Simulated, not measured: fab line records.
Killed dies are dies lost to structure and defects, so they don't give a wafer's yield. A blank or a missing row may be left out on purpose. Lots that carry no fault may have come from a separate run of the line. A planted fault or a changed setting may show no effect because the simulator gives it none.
Chamber matching	flow nand-harc	4 sister chambers for NHARC_P_ZERO_WELL_DESCUM_26 on rie-diel-02
The step chemistry O2, time 3 s. 22 wafers are shown with their chamber, then 11 later ones without.

== WAFERS PAIRED WITH THEIR CHAMBERS ==
wafer	chamber	showerhead-plenum-p-Torr (Torr)	drypump-motor-current-A (A)	rf-vpp-V (V)
L078.1	3	1.77	5.8	57.3
L078.4	1	2.03	5.8	58.7
L078.5	2	1.89	5.5	58.0
L079.1	1	2.03	5.8	57.7
L079.2	0	1.94	5.6	58.0
L079.5	0	1.94	5.6	58.7
L081.3	1	2.03	5.8	57.4
L081.4	3	1.77	5.8	57.6
L081.6	1	2.03	5.8	58.5
L082.4	2	1.88	5.5	57.0
L082.5	0	1.94	5.6	56.9
L082.6	1	2.03	5.8	58.7
L083.1	2	1.88	5.5	55.7
L083.2	0	1.94	5.6	57.9
L083.5	1	2.03	5.7	58.1
L084.2	3	1.77	5.8	56.8
L084.3	0	1.94	5.6	56.6
L084.6	3	1.76	5.8	56.1
L085.4	3	1.76	5.8	56.7
L085.5	2	1.88	5.5	58.4
L085.6	1	2.02	5.8	57.6
L090.3	0	1.93	5.6	58.2

SIGNATURES, as means of the wafers listed above
reading	chamber 0	chamber 1	chamber 2	chamber 3	scatter within a chamber
showerhead-plenum-p-Torr	1.9383	2.0286	1.8825	1.7660	0.0045
drypump-motor-current-A	5.600	5.786	5.500	5.800	0.0218
rf-vpp-V	57.717	58.100	57.275	56.900	0.771
Rule: a wafer lies at a distance from a chamber equal to the root of the sum of squares, over the readings, of (its reading less the chamber's mean, divided by the reading's scatter). If the next closest chamber is less than 2 further off than the closest, the wafer can't be placed; otherwise it belongs to the closest. The scatter: take each reading less its chamber's mean, square it, sum over the shown wafers, divide by the number of wafers less the number of chambers, and take the root.

== WAFERS WHOSE CHAMBER IS MISSING ==
wafer	showerhead-plenum-p-Torr (Torr)	drypump-motor-current-A (A)	rf-vpp-V (V)
L090.5	2.02	5.8	57.4
L090.6	1.93	5.6	58.4
L092.3	1.87	5.5	56.8
L092.4	1.93	5.6	58.8
L092.6	1.87	5.5	56.6
L095.1	2.02	5.8	58.2
L095.2	1.93	5.6	58.2
L095.4	1.87	5.5	56.0
L096.3	2.01	5.7	58.4
L096.4	1.87	5.6	58.5
L096.5	1.93	5.6	58.0

== THE CHAMBER EACH PASSED THROUGH ==
wafer	from the rows above	in truth
L090.5	1	1
L090.6	0	0
L092.3	2	2
L092.4	0	0
L092.6	2	2
L095.1	1	1
L095.2	0	0
L095.4	2	2
L096.3	1	1
L096.4	2	2
L096.5	0	0
Correct placement for 11 of the 11. Left unplaced by these rows: 0. Number placed wrongly: 0.
